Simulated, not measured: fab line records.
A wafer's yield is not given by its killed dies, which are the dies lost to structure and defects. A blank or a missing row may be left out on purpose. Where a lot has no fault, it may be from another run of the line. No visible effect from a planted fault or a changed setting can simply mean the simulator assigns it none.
Matching of chambers / flow n5_finfet / N5_HKMG_FIN_ALD_75 on ald_hk-03 has 4 sister chambers
The step deposits Al2O3, target thk 1 nm, co reactant pulse time 1 s. 4 wafers are shown with their chamber, then 10 later ones without.

== WAFERS WITH THEIR CHAMBER ==
wafer=L085.3; chamber=1; heater_power_w (W)=144
wafer=L085.5; chamber=0; heater_power_w (W)=130
wafer=L089.1; chamber=3; heater_power_w (W)=131
wafer=L089.3; chamber=2; heater_power_w (W)=178

== WAFERS MISSING THEIR CHAMBER ==
wafer=L089.4; heater_power_w (W)=139
wafer=L092.2; heater_power_w (W)=132
wafer=L092.4; heater_power_w (W)=180
wafer=L092.5; heater_power_w (W)=152
wafer=L095.4; heater_power_w (W)=136
wafer=L095.5; heater_power_w (W)=138
wafer=L095.6; heater_power_w (W)=128
wafer=L096.2; heater_power_w (W)=180
wafer=L096.3; heater_power_w (W)=145
wafer=L096.5; heater_power_w (W)=173

== CHAMBER TAKEN BY EACH ==
wafer=L089.4; from the rows above=can't be placed: 1 or 3 or 0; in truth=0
wafer=L092.2; from the rows above=can't be placed: 3 or 0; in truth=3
wafer=L092.4; from the rows above=2; in truth=2
wafer=L092.5; from the rows above=1; in truth=1
wafer=L095.4; from the rows above=can't be placed: 3 or 0 or 1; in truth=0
wafer=L095.5; from the rows above=can't be placed: 1 or 3 or 0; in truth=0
wafer=L095.6; from the rows above=can't be placed: 0 or 3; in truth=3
wafer=L096.2; from the rows above=2; in truth=2
wafer=L096.3; from the rows above=1; in truth=1
wafer=L096.5; from the rows above=2; in truth=2
Correct placement for 5 of the 10. Can't be placed from these rows: 5 (the true chamber is among the candidates in 5). Number placed wrongly: 0.
How it was worked out, from the rows above alone: a wafer's distance from a chamber is the root of the sum, over the readings, of the square of ((its reading less the chamber's mean) divided by the reading's scatter). The wafer belongs to the nearest chamber; if the next one is less than 2 further off, it can't be placed. The mean given for a chamber averages the wafers shown for that chamber. The scatter: with one shown wafer a chamber, the root of the mean of the squares of how far each hidden wafer lies from its nearest shown one.
